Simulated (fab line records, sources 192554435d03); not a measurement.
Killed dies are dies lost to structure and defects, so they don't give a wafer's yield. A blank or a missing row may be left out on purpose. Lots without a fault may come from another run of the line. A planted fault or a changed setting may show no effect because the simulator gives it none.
Chamber matching | flow n5_finfet | N5_BEOL_M0_ETCH_138 on rie_diel-04: 4 sister chambers
The step etches SiCN in CH3F/O2, target depth 12 nm, time 31.6 s. 8 wafers are shown with their chamber, then 7 later ones without.

WAFERS WITH THEIR CHAMBER
wafer  | chamber | showerhead_plenum_p_Torr (Torr) | throttle_valve_pct (%)
L077.6 | 3       | 1.96                            | 16.22
L082.3 | 2       | 2.07                            | 16.13
L087.1 | 0       | 2.03                            | 15.96
L089.2 | 1       | 1.98                            | 16.31
L089.4 | 2       | 2.06                            | 16.16
L089.6 | 1       | 1.98                            | 16.32
L093.2 | 3       | 1.95                            | 16.27
L093.4 | 0       | 2.02                            | 15.99

WAFERS WITHOUT THEIR CHAMBER
wafer  | showerhead_plenum_p_Torr (Torr) | throttle_valve_pct (%)
L093.5 | 1.98                            | 16.32
L094.1 | 2.06                            | 16.16
L094.2 | 1.95                            | 16.29
L094.4 | 2.02                            | 15.96
L095.1 | 1.98                            | 16.32
L095.4 | 2.02                            | 15.98
L095.5 | 1.95                            | 16.28

WHICH CHAMBER EACH WENT THROUGH
wafer  | from the rows above | in truth
L093.5 | 1                   | 1
L094.1 | 2                   | 2
L094.2 | 3                   | 3
L094.4 | 0                   | 0
L095.1 | 1                   | 1
L095.4 | 0                   | 0
L095.5 | 3                   | 3
Placed correctly: 7 of 7. Can't be placed from these rows: 0. Placed wrongly: 0.
How it was worked out, from the rows above alone: a wafer's distance from a chamber is the root of the sum, over the readings, of the square of ((its reading less the chamber's mean) divided by the reading's scatter). The wafer belongs to the nearest chamber; if the next one is less than 2 further off, it can't be placed. A chamber's mean is the mean of its shown wafers. The scatter: the root of (the sum of the squares of (reading less its chamber's mean) over the shown wafers, divided by (wafers less chambers)).
